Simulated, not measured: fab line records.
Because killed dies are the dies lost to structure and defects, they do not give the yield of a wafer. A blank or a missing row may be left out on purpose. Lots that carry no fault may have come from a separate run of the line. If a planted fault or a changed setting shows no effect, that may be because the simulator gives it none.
fab line records	flow n5_finfet
record: lots: 7	wafers: 19	last_day: 18
route steps=1938 shown HKMG_FIN@462 GATE_CUT@465 BEOL_M4@1111 PASSIVATION@1936
lots that met no fault: taken from a fault-free run of the same line
start_h: start of the lot's first displayed wafer, in hours after the record's first day	wait_h: hours elapsed since this lot's preceding step	" the same as in the row above	L1.1+2: a row that stands for several wafers	- no value, or no start given	* or withheld: withheld	< > ~ a bound
route shown NAME@n: names a module that has steps shown in the file, with the first one's number in the route	usual: mean/standard deviation of fault-free wafers	same: alike in all rows	chamber/n: place in a boat	sites: each site's reading	_std_site: the standard deviation of these	_edge_site: inner sites' mean taken away from outer sites' mean	radius_mm: for every site, how far away it sits from the centre of the wafer	mask NAME#n: copy n	behind: the most recent tool/chamber to have shaped the wafer	hold: why the lot went on hold/how many hours it stayed there/how the hold came to an end	device: which transistor (n, p or np) failed to switch	end of line: the same wafers' tests at the end of the route	step lacking rows: just its recipe	killed: the dies lost at the first sort to structure and to defects; this is not the yield of the wafer	map: dies across one wafer; x = killed, . = not, _ = none there
set.NAME: the setting the step ran with; set.NAME@STEP: the setting that earlier step ran with	model.NAME: the simulator's own value behind a step, which no gauge read
lots at selected steps of the route; one table per step, one row per wafer
services: the hour from which a tool's chamber was out of use, counted from the record's first day as start_h (under 0 if before that day), plus the number of hours and why
== steps ==
step: N5_HKMG_FIN_CMP_94
recipe: stop_on: SiNx	post_cmp_clean: w_dilute_nh4oh	t_overpolish_s: 4.7	down_force_psi: 4	platen_rpm: 50.289	pad_velocity_m_s: 1.0006	target_thk_nm: 43.299
usual: motor_current_A: 12.4/1.3	slurry_filter_dp_kPa: 13.50/0.14
lot.wafer	tool	chamber	start_h	wait_h	motor_current_A	slurry_filter_dp_kPa
L600.3	cmp-02	3	96.97	0.3	14.2	13.58
L600.2	"	0	"	"	13.4	13.54
L600.5	"	3	"	"	14.7	13.31
L604.3	cmp-03	1	123.39	0.3	11.5	13.40
L604.4	"	2	"	"	12.9	13.31
L604.6	"	3	"	"	12.7	13.62
L607.6	cmp-02	2	139.13	0.2	13.3	13.58
L607.5	"	3	"	"	14.7	13.40
L608.4	cmp-01	2	146.25	0.3	11.1	13.40
L608.6	"	0	"	"	11.5	13.15
L611.3	cmp-02	0	166.04	0.4	13.0	13.57
L611.1	"	1	"	"	12.7	13.65
L611.6	"	1	"	"	13.1	13.48
L618.4	cmp-03	3	207.53	0.3	13.3	13.59
L618.2	"	0	"	"	13.2	13.65
L618.1	"	1	"	"	11.6	13.67
L620.2	cmp-02	2	222.01	0.4	13.2	13.48
L620.4	"	3	"	"	14.1	13.30
L620.3	"	1	"	"	12.7	13.47
step: N5_HKMG_FIN_INSPECT_28
recipe: inspect_instrument: darkfield	mode: post_cmp
usual: raw_defect_count: 40/17
lot.wafer	tool	chamber	start_h	wait_h	raw_defect_count
L600.2	defect_inspect-02	-	97.17	0.0	42
L600.3	"	-	"	"	23
L600.5	"	-	"	"	52
L604.3	defect_inspect-01	-	123.56	0.0	45
L604.4	"	-	"	"	43
L604.6	"	-	"	"	32
L607.5	defect_inspect-01	-	139.24	0.0	43
L607.6	"	-	"	"	40
L608.4	defect_inspect-01	-	146.42	0.0	50
L608.6	"	-	"	"	51
L611.1	defect_inspect-02	-	166.27	0.0	27
L611.3	"	-	"	"	26
L611.6	"	-	"	"	23
L618.1	defect_inspect-01	-	207.73	0.0	26
L618.2	"	-	"	"	88
L618.4	"	-	"	"	59
L620.2	defect_inspect-02	-	222.25	0.0	39
L620.3	"	-	"	"	39
L620.4	"	-	"	"	47
step: N5_GATE_CUT_ETCHBACK_00
recipe: chemistry: SF6/Cl2	target: W	pressure_mtorr: 8	icp_w: 900	bias_w: 80	SF6_flow_sccm: 40	Cl2_flow_sccm: 60
usual: chamber_pressure_mTorr: 8.001/0.0077	drypump_motor_current_A: 5.53/0.21	mfc_cl2_sccm: 60.01/0.19	oes_product_au: 0.78/0.11	rf_fwd_power_W: 895.2/2.8	throttle_valve_pct: 27.5/0.3
lot.wafer	tool	chamber	start_h	wait_h	chamber_pressure_mTorr	drypump_motor_current_A	mfc_cl2_sccm	oes_product_au	rf_fwd_power_W	rf_hours_counter_h	throttle_valve_pct
L600.2	rie_metal-01	1	97.20	0.0	8.004	5.55	59.73	0.93	893.7	6	27.4
L600.3	"	1	"	"	8.003	5.58	59.93	0.93	891.8	-	27.4
L600.5	"	1	"	"	8.001	5.59	59.99	0.92	890.8	-	27.4
L604.3	rie_metal-03	1	123.63	0.1	8.001	5.50	60.53	0.67	899.0	-	27.9
L604.4	"	0	"	"	7.989	5.23	60.02	0.82	897.1	-	27.1
L604.6	"	0	"	"	7.999	5.24	59.93	0.82	894.2	-	27.1
L607.5	rie_metal-03	1	139.35	0.1	8.002	5.51	60.21	0.67	892.4	-	27.9
L607.6	"	0	"	"	7.993	5.23	59.88	0.82	891.5	-	27.1
L608.4	rie_metal-03	1	146.50	0.1	7.988	5.48	60.25	0.67	893.5	-	27.9
L608.6	"	0	"	"	7.994	5.18	59.82	0.82	896.4	-	27.1
L611.1	rie_metal-01	0	166.30	0.0	8.006	5.87	60.15	0.76	896.0	43	27.3
L611.3	"	0	"	"	8.004	5.89	59.65	0.77	897.8	-	27.3
L611.6	"	0	"	"	7.986	5.88	60.07	0.76	900.3	-	27.3
L618.1	rie_metal-03	1	207.77	0.0	8.006	5.49	60.01	0.66	892.1	106	27.9
L618.2	"	0	"	"	8.009	5.22	60.09	0.80	895.0	37	27.2
L618.4	"	1	"	"	8.004	5.49	60.03	0.67	890.2	-	27.9
L620.2	rie_metal-03	0	222.28	0.0	7.993	5.19	59.91	0.80	890.6	39	27.1
L620.3	"	0	"	"	8.001	5.20	59.73	0.80	893.5	-	27.1
L620.4	"	1	"	"	7.996	5.48	59.86	0.67	890.5	-	27.9
step: N5_GATE_CUT_ETCH_56
recipe: chemistry: Cl2/Ar	target: TiN	target_depth_a: 216	pressure_mtorr: 10	icp_w: 600	bias_w: 60	Cl2_flow_sccm: 40	Ar_flow_sccm: 60
usual: chamber_pressure_mTorr: 10.000/0.01	drypump_motor_current_A: 5.52/0.21	mfc_cl2_sccm: 39.97/0.12	oes_product_au: 0.78/0.11	rf_fwd_power_W: 595.9/2	throttle_valve_pct: 20.84/0.17
lot.wafer	tool	chamber	start_h	wait_h	chamber_pressure_mTorr	drypump_motor_current_A	mfc_cl2_sccm	oes_product_au	rf_fwd_power_W	rf_hours_counter_h	throttle_valve_pct
L600.2	rie_metal-01	1	97.32	0.1	10.011	5.60	39.92	0.91	597.9	6	20.61
L600.3	"	1	"	"	10.000	5.58	40.03	0.91	595.9	-	20.62
L600.5	"	1	"	"	9.986	5.59	39.86	0.91	595.1	-	20.62
L604.3	rie_metal-03	1	123.74	0.1	9.992	5.49	39.94	0.68	596.4	-	21.10
L604.4	"	0	"	"	10.018	5.22	39.86	0.80	596.4	-	20.73
L604.6	"	0	"	"	9.997	5.19	39.94	0.80	593.9	-	20.73
L607.5	rie_metal-03	1	139.45	0.1	10.007	5.50	40.03	0.68	596.2	-	21.11
L607.6	"	0	"	"	10.008	5.22	40.00	0.79	592.5	-	20.75
L608.4	rie_metal-03	1	146.61	0.1	9.997	5.50	39.89	0.69	595.9	-	21.12
L608.6	"	0	"	"	9.998	5.25	40.13	0.80	592.6	-	20.72
L611.1	rie_metal-01	0	166.42	0.1	9.997	5.86	39.81	0.78	597.8	43	20.75
L611.3	"	0	"	"	10.000	5.90	39.80	0.78	598.1	-	20.78
L611.6	"	0	"	"	10.018	5.86	39.90	0.78	596.5	-	20.77
L618.1	rie_metal-03	1	207.89	0.1	10.006	5.49	39.92	0.67	595.1	106	21.12
L618.2	"	0	"	"	9.995	5.22	40.08	0.78	594.1	37	20.73
L618.4	"	1	"	"	9.997	5.49	39.91	0.68	596.9	-	21.11
L620.2	rie_metal-03	0	222.40	0.1	10.015	5.24	39.97	0.77	595.6	39	20.77
L620.3	"	0	"	"	10.012	5.22	39.90	0.76	595.2	-	20.75
L620.4	"	1	"	"	10.024	5.48	39.98	0.67	597.1	-	21.12
step: N5_GATE_CUT_ETCHBACK_30
recipe: chemistry: Cl2/Ar	target: TiN	target_depth_a: 30	mode: isotropic	pressure_mtorr: 10	icp_w: 600	bias_w: 60	Cl2_flow_sccm: 40	Ar_flow_sccm: 60
step: N5_GATE_CUT_VAPOR_ETCH_60
recipe: chemistry: BCl3/Cl2	target: HfO2	mode: isotropic
step: N5_GATE_CUT_ETCH_58
recipe: chemistry: CH3F/O2	target: SiNx	target_depth_a: 170	time_s: 128.6	ion_energy_ev: 50	pressure_mtorr: 30	source_w: 415	bias_w: 21	Ar_flow_sccm: 150	CH3F_flow_sccm: 30	O2_flow_sccm: 20
usual: O2_flow_sccm: 20.00/0.057	chamber_pressure_mTorr: 29.999/0.026	drypump_motor_current_A: 5.6/0.44	oes_product_au: 0.76/0.065	rf_fwd_power_W: 413.4/1.2	rf_vpp_V: 99.1/0.89	showerhead_plenum_p_Torr: 2.00/0.076	throttle_valve_pct: 16.43/0.26
lot.wafer	tool	chamber	start_h	wait_h	O2_flow_sccm	chamber_pressure_mTorr	drypump_motor_current_A	oes_product_au	rf_fwd_power_W	rf_hours_counter_h	rf_vpp_V	showerhead_plenum_p_Torr	throttle_valve_pct
L600.2	rie_diel-03	1	97.53	0.1	20.00	30.009	5.7	0.77	412.0	158	97.7	1.92	16.50
L600.3	"	2	"	"	20.00	30.008	5.3	0.73	415.7	205	99.5	2.07	16.57
L600.5	"	1	"	"	20.05	30.047	5.7	0.77	411.0	-	98.2	1.92	16.49
L604.3	rie_diel-01	3	123.88	0.0	19.99	30.025	6.6	0.75	409.8	153	100.4	2.09	16.56
L604.4	"	2	"	"	20.03	30.033	5.7	0.73	412.9	219	99.4	1.98	16.77
L604.6	"	0	"	"	20.04	30.028	5.5	0.93	413.6	-	98.7	2.04	15.99
L607.5	rie_diel-01	1	139.62	0.1	19.94	30.057	6.6	0.69	411.4	-	99.2	1.90	16.09
L607.6	"	0	"	"	20.05	29.991	5.5	0.92	413.8	-	100.5	2.04	16.01
L608.4	rie_diel-03	3	146.75	0.0	20.01	30.058	5.1	0.73	413.4	189	99.2	1.96	16.40
L608.6	"	0	"	"	20.03	29.986	5.7	0.72	413.2	-	99.5	2.08	16.83
L611.1	rie_diel-02	2	166.59	0.0	20.11	30.008	5.6	0.73	414.2	215	98.0	1.88	16.26
L611.3	"	3	"	"	19.95	29.993	5.5	0.88	413.8	42	100.5	2.13	16.11
L611.6	"	1	"	"	19.97	30.020	6.2	0.74	413.0	-	98.4	2.01	16.36
L618.1	rie_diel-03	1	208.27	0.3	20.05	29.985	5.7	0.74	413.6	191	97.6	1.91	16.53
L618.2	"	0	"	"	19.94	29.998	5.6	0.71	413.3	229	97.9	2.07	16.87
L618.4	"	2	"	"	19.91	29.964	5.2	0.69	413.8	238	100.2	2.05	16.61
L620.2	rie_diel-01	2	222.57	0.0	20.06	29.993	5.7	0.71	414.3	251	99.3	1.97	16.83
L620.3	"	0	"	"	19.95	30.053	5.5	0.86	413.9	42	99.3	2.03	16.06
L620.4	"	0	"	"	19.97	30.028	5.6	0.85	413.5	-	99.9	2.03	16.04
step: N5_GATE_CUT_STRIP_59
recipe: chemistry: N2/H2	time_s: 20	power_w: 100	temp_c: 40	pressure_mtorr: 100	rf_frequency_hz: 6e+07	bias_power_w: 3	n2_flow_sccm: 300	h2_flow_sccm: 300
step: N5_GATE_CUT_PRECLEAN_31
recipe: temp_c: 23	chemistry: DIW	time_s: 300
step: N5_GATE_CUT_SRD_32
recipe: time_s: 30	temp_c: 23	rinse_liquid: diw	dry: ipa_marangoni
step: N5_GATE_CUT_SAC_CAP_01
recipe: material: SiNx	target_thk_a: 240	temp_c: 400	ald_precursor_family: SiH2I2	ald_co_reactant: N2/H2-plasma	pulse_time_s: 1	ald_cycles: 480	purge_time_s: 2	co_reactant_purge_time_s: 2	pressure_torr: 2
usual: heater_power_w: 829/110	precursor_pulse_height_rel: 0.998/0.019
lot.wafer	tool	chamber	start_h	wait_h	heater_power_w	precursor_pulse_height_rel
L600.2	ald_sin-03	3	98.45	0.6	680	0.998
L600.3	"	0	"	"	949	1.040
L600.5	"	0	99.53	1.7	948	0.992
L604.3	ald_sin-01	2	124.20	0.0	959	1.005
L604.4	"	3	"	"	730	1.018
L604.6	"	1	125.29	1.1	730	1.002
L607.5	ald_sin-02	2	140.97	1.1	905	1.004
L607.6	"	0	"	"	741	0.992
L608.4	ald_sin-03	1	148.15	1.1	765	0.991
L608.6	"	3	"	"	691	1.018
L611.1	ald_sin-02	3	167.21	0.3	872	0.966
L611.3	"	0	"	"	736	1.004
L611.6	"	3	168.30	1.4	855	0.999
L618.1	ald_sin-03	0	209.25	0.4	946	0.988
L618.2	"	1	"	"	744	1.033
L618.4	"	3	"	"	686	1.004
L620.2	ald_sin-03	3	222.89	0.0	686	1.009
L620.3	"	2	"	"	1012	0.989
L620.4	"	1	"	"	739	1.000
step: N5_GATE_CUT_PECVD_57
recipe: material: SiNx	target_thk_a: 210	temp_c: 400	precursor: SiH4/NH3/N2	pressure_torr: 1.5	rf_w: 300
usual: heater_power_w: 754/91	rf_fwd_power_W: 297.3/1.4	showerhead_plenum_p_Torr: 5.14/0.047	throttle_valve_pct: 40.0/3
lot.wafer	tool	chamber	start_h	wait_h	heater_power_w	rf_fwd_power_W	showerhead_plenum_p_Torr	throttle_valve_pct	model.SiNx_of_GATE_CUT_PECVD_57.thk_nm
L600.2	pecvd-04	2	100.64	1.1	740	298.7	5.10	37.0	20.8
L600.3	"	1	"	"	708	296.5	5.15	36.6	20.8
L600.5	"	1	"	"	706	295.5	5.16	37.1	20.8
L604.3	pecvd-04	1	126.39	1.1	714	294.6	5.16	36.8	21
L604.4	"	2	"	"	823	299.2	5.11	37.1	21.2
L604.6	"	1	"	"	723	294.3	5.17	37.1	7.6
L607.5	pecvd-04	1	142.10	0.0	648	293.9	5.16	36.9	8
L607.6	"	0	"	"	731	297.9	5.08	45.8	7
L608.4	pecvd-04	1	149.28	0.0	652	294.8	5.16	37.0	21.2
L608.6	"	0	"	"	733	298.9	5.08	45.7	6.8
L611.1	pecvd-02	1	169.40	1.1	691	297.4	5.12	39.5	20.4
L611.3	"	2	"	"	601	298.8	5.20	39.5	20.4
L611.6	"	0	"	"	714	297.9	5.21	41.2	21.4
L618.1	pecvd-04	0	211.45	1.1	692	298.1	5.09	46.3	20.2
L618.2	"	2	"	"	838	297.7	5.11	37.5	20.4
L618.4	"	2	"	"	848	298.2	5.11	37.3	21
L620.2	pecvd-03	0	225.08	1.1	706	296.7	5.22	40.9	21.2
L620.3	"	2	"	"	957	299.1	5.19	40.3	20.8
L620.4	"	1	"	"	841	296.1	5.16	38.6	21
step: N5_GATE_CUT_CMP_02
recipe: stop_on: SiO2	t_overpolish_s: 12.7	post_cmp_clean: alkaline_brush	down_force_psi: 2.5	platen_rpm: 51.8	pad_velocity_m_s: 1.0307	target_thk_nm: 0
usual: motor_current_A: 8.7/0.58	slurry_filter_dp_kPa: 13.50/0.14	time_to_endpoint_s: 26.7/2.7
lot.wafer	tool	chamber	start_h	wait_h	motor_current_A	slurry_filter_dp_kPa	time_to_endpoint_s
L600.2	cmp-03	2	100.79	0.1	9.5	13.49	21.6
L600.3	"	3	"	"	9.8	13.15	25.9
L600.5	"	0	"	"	9.5	13.66	32.2
L604.4	cmp-04	1	126.51	0.1	8.4	13.55	28.2
L604.3	"	2	"	"	9.2	13.40	28.2
L604.6	"	0	"	"	9.5	13.27	9.8
L607.5	cmp-01	0	142.30	0.2	8.8	13.40	11.2
L607.6	"	1	"	"	8.0	13.67	6.0
L608.4	cmp-01	2	149.34	0.0	8.2	13.38	27.2
L608.6	"	2	"	"	8.4	13.40	9.7
L611.3	cmp-01	2	169.48	0.1	8.1	13.47	24.9
L611.1	"	3	"	"	8.1	13.47	21.6
L611.6	"	2	"	"	7.9	13.44	24.7
L618.2	cmp-04	0	211.58	0.1	8.9	13.55	28.3
L618.4	"	1	"	"	8.6	13.47	29.8
L618.1	"	2	"	"	9.4	13.35	29.7
L620.4	cmp-01	2	225.21	0.1	8.3	13.68	25.1
L620.2	"	3	"	"	8.2	13.73	26.2
L620.3	"	0	"	"	8.5	13.59	30.4
step: N5_BEOL_M4_RC_MEAS_101
usual: DIBL_N: 36.0/2.5	DIBL_P: 36.7/3	IOFF_N: 0.16/0.043	IOFF_P: 0.21/0.049	ION_N: 673/15	ION_P: 461/9.8	SS_N: 71.5/0.83	SS_P: 73.4/0.83	VT_N: 250/4	VT_P: -251/4
lot.wafer	tool	chamber	start_h	wait_h	DIBL_N[mV/V]	DIBL_P[mV/V]	IOFF_N[nA/um]	IOFF_P[nA/um]	ION_N[uA/um]	ION_P[uA/um]	SS_N[mV/dec]	SS_P[mV/dec]	VT_N[mV]	VT_P[mV]
L600.2	prober-02	0	185.91	0.2	38.7	39.9	0.22	0.28	695	472	71.6	73.8	243	-246
L600.3	"	0	"	"	38.6	39.5	0.20	0.26	686	474	71.7	73.6	245	-244
L600.5	"	0	"	"	40.7	42.3	0.24	0.34	693	476	72.6	74.8	244	-242
L604.3	prober-02	0	212.98	0.3	38.1	41.8	0.25	0.28	696	470	74.1	74.6	245	-246
L604.4	"	0	"	"	32.8	36.9	0.14	0.20	666	459	70.9	73.6	249	-249
L604.6	"	0	"	"	32.6	35.3	0.13	0.17	658	446	71.2	72.8	252	-254
L607.5	prober-02	0	220.51	0.6	38.5	39.3	0.18	0.24	677	461	72.4	74.1	252	-250
L607.6	"	0	"	"	39.4	38.7	0.22	0.23	677	456	73.0	74.3	248	-251
L608.4	prober-02	0	242.49	0.5	39.4	39.3	0.20	0.24	678	457	72.8	74.5	248	-252
L608.6	"	0	"	"	39.2	40.1	0.22	0.27	691	482	72.9	74.1	247	-249
L611.1	prober-01	0	243.35	0.0	35.8	35.2	0.14	0.22	662	460	71.2	72.4	251	-250
L611.3	"	0	"	"	36.8	36.6	0.16	0.24	666	466	72.1	74.7	251	-244
L611.6	"	0	"	"	38.0	38.2	0.19	0.26	680	469	71.3	73.8	247	-247
L618.1	prober-01	0	305.14	0.0	36.1	36.6	0.15	0.21	660	462	72.1	73.6	250	-249
L618.2	"	0	"	"	34.3	34.1	0.12	0.18	654	453	72.2	72.7	252	-251
L618.4	"	0	"	"	39.4	41.6	0.26	0.32	713	488	73.3	74.2	240	-244
L620.2	prober-01	0	325.48	0.2	35.5	36.3	0.13	0.16	666	456	71.7	72.6	255	-257
L620.3	"	0	"	"	36.5	37.3	0.14	0.17	651	443	71.4	73.3	255	-254
L620.4	"	0	"	"	30.5	30.2	0.08	0.10	635	435	69.7	71.2	258	-264
step: N5_PASSIVATION_PROBE_49
usual: defect_limited_yield: 91.1/1.5	killed_at_M0_to_M3: 37/11	killed_at_M4_up: 13/5.6	killed_at_contacts: 12/5.6	killed_at_front_end: 39/11	killed_at_other: 4/3.1	killed_dies: 105/18	killed_on_rim: 14/3.8	killed_open: 69/13	killed_short: 35/7.4	sort_bin_5_function: 5.1/0.92	sort_bin_6_memory: 3.4/0.76	sort_bin_8_speed: 0.02/0.11	sort_n_pass: 1075/18	sort_yield_pct: 91.1/1.5
same: gross_dies: 1180	killed_at_back_side: 0	sort_bin_4_leakage[%]: 0
lot.wafer	tool	chamber	start_h	wait_h	defect_limited_yield[%]	killed_at_M0_to_M3	killed_at_M4_up	killed_at_contacts	killed_at_front_end	killed_at_other	killed_dies	killed_on_rim	killed_open	killed_short	sort_bin_5_function[%]	sort_bin_6_memory[%]	sort_bin_8_speed[%]	sort_n_pass	sort_yield_pct[%]
L600.2	prober-01	-	296.96	0.7	91.4	20	12	18	44	7	101	16	60	38	5.4	2.8	0	1079	91.4
L600.3	prober-01	-	297.01	0.8	91.0	37	6	9	49	5	106	7	73	33	5.8	2.8	0	1074	91.0
L600.5	prober-01	-	297.11	0.9	91.0	26	16	12	46	6	106	20	59	39	5.7	2.5	0	1074	91.0
L604.3	prober-02	-	310.39	0.1	90.3	29	9	7	66	4	115	13	78	36	5.5	3.8	0	1065	90.3
L604.4	prober-02	-	310.44	0.2	90.2	30	17	14	55	0	116	12	79	34	5.0	4.1	0	1064	90.2
L604.6	prober-02	-	310.54	0.3	90.4	23	20	13	54	3	113	16	77	33	5.8	3.5	0	1067	90.4
L611.1	prober-01	-	381.22	0.0	90.8	26	13	20	42	8	109	12	71	36	5.4	3.1	0	1071	90.8
L611.3	prober-01	-	381.32	0.1	91.4	52	13	10	26	0	101	18	68	32	4.7	3.4	0	1079	91.4
L611.6	prober-01	-	381.47	0.3	92.9	35	17	8	18	6	84	15	53	30	4.3	2.6	0	1096	92.9
killed by level:class
L600.2 MOL_CONTACT_COAG:geometric_particle:open=16 GATE_CUT:geometric_particle:short=8 GATE_CUT:geometric_particle:open=7 FIN_SAQP:geometric_particle:short=6 STI_FIN_REVEAL:geometric_particle:open=6 FIN_SAQP:geometric_particle:open=4 BEOL_M1:geometric_particle:short=4 BEOL_M1:geometric_particle:open=4
L600.3 STI_FIN_REVEAL:geometric_particle:open=18 BEOL_M1:geometric_particle:open=12 BEOL_M2:geometric_particle:open=9 GATE_CUT:geometric_particle:short=8 MOL_CONTACT_COAG:geometric_particle:open=6 STI_FIN_REVEAL:geometric_particle:short=4 DUMMY_GATE:geometric_particle:open=4 BEOL_M1:geometric_particle:short=4
L600.5 FIN_SAQP:geometric_particle:short=14 MOL_CONTACT_COAG:geometric_particle:open=9 BEOL_M4:geometric_particle:open=8 HKMG_FIN:area_etch=8 GATE_CUT:geometric_particle:short=7 BEOL_M3:geometric_particle:open=6 FIN_SAQP:geometric_particle:open=5 BEOL_M1:geometric_particle:open=4
L604.3 STI_FIN_REVEAL:geometric_particle:open=18 FIN_SAQP:geometric_particle:short=13 FIN_SAQP:geometric_particle:open=12 BEOL_M3:geometric_particle:open=9 MOL_CONTACT_COAG:geometric_particle:open=7 BEOL_M0_SAQP:geometric_particle:short=6 STARTING-WAFER:geometric_particle:open=6 DUMMY_GATE:geometric_particle:open=5
L604.4 MOL_CONTACT_COAG:geometric_particle:open=14 STI_FIN_REVEAL:geometric_particle:open=10 BEOL_M3:geometric_particle:open=10 BEOL_M4:geometric_particle:open=10 FIN_SAQP:geometric_particle:open=7 FIN_SAQP:geometric_particle:short=7 BEOL_M0_SAQP:geometric_particle:short=6 GATE_CUT:geometric_particle:short=5
L604.6 BEOL_M4:geometric_particle:open=14 MOL_CONTACT_COAG:geometric_particle:open=10 FIN_SAQP:geometric_particle:open=9 STI_FIN_REVEAL:geometric_particle:open=8 FIN_SAQP:geometric_particle:short=7 ILD0:geometric_particle:open=6 ILD0:geometric_particle:short=6 BEOL_M3:geometric_particle:open=6
L611.1 MOL_CONTACT_COAG:geometric_particle:open=14 STI_FIN_REVEAL:geometric_particle:open=11 BEOL_M5:geometric_particle:open=8 STARTING-WAFER:geometric_particle:open=7 BEOL_M0_SAQP:geometric_particle:open=6 MOL_CONTACT_COAG:geometric_particle:short=6 FIN_SAQP:geometric_particle:short=5 BEOL_M0_SAQP:geometric_particle:short=5
L611.3 BEOL_M0_SAQP:geometric_particle:short=14 BEOL_M0_SAQP:geometric_particle:open=13 BEOL_M2:geometric_particle:open=12 MOL_CONTACT_COAG:geometric_particle:open=8 BEOL_M1:geometric_particle:open=5 FIN_SAQP:geometric_particle:open=4 BEOL_M5:geometric_particle:open=4 FIN_SAQP:geometric_particle:short=3
L611.6 BEOL_M0_SAQP:geometric_particle:short=11 BEOL_M0_SAQP:geometric_particle:open=8 MOL_CONTACT_COAG:geometric_particle:open=7 BEOL_M5:geometric_particle:open=6 BEOL_M1:geometric_particle:open=4 BEOL_M3:geometric_particle:open=4 BEOL_M4:geometric_particle:open=4 FIN_SAQP:geometric_particle:short=3
== services ==
tool	chamber	start_h	hours	kind
rie_diel-03	1	76.00	12.8	repair
pecvd-04	-	85.19	0.5	repair
ald_sin-01	-	85.25	14.0	pm
pecvd-03	2	92.75	11.3	repair
rie_diel-01	-	94.55	4.1	repair
rie_metal-01	-	100.53	2.8	pm
cmp-04	-	103.02	4.0	pm
cmp-01	-	118.43	9.1	pm
pecvd-02	-	128.27	6.0	pm
rie_metal-01	0	133.41	1.5	repair
ald_sin-01	-	145.61	14.6	pm
cmp-03	-	152.50	1.3	repair
ald_sin-02	2	161.86	7.6	repair
ald_sin-01	0	163.64	3.5	repair
pecvd-02	-	183.88	14.6	pm
cmp-01	-	199.59	4.0	pm
ald_sin-01	3	199.85	8.9	repair
ald_sin-02	3	202.23	16.0	repair
rie_diel-02	-	204.96	14.6	pm
pecvd-04	1	206.45	5.5	scheduled_down
cmp-02	-	212.30	1.2	repair
pecvd-04	0	216.06	5.5	scheduled_down
rie_diel-01	3	218.89	5.0	repair
rie_diel-02	0	225.17	5.2	repair
== key ==
first_sign: step: N5_GATE_CUT_CMP_02	reading: time_to_endpoint_s	direction: down	sigmas: 6.5	usual: *	struck: *
effect none on later readings
model_effect: step: N5_GATE_CUT_PECVD_57	value: SiNx_of_GATE_CUT_PECVD_57.thk_nm	without: 21	struck: 7.35
met_at N5_GATE_CUT_PECVD_57
struck_wafers L604.6,L607.5,L607.6,L608.6
onset_between 100.64 126.39
fault: kind: process_parameter_drift	tool: pecvd-04	chamber: -	onset_h: 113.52	steps: N5_GATE_CUT_PECVD_57	channel: target_thk_a	offset: *	shape: step	end_h: 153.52	scope: struck_wafers_only	acts_in: *	stated: *
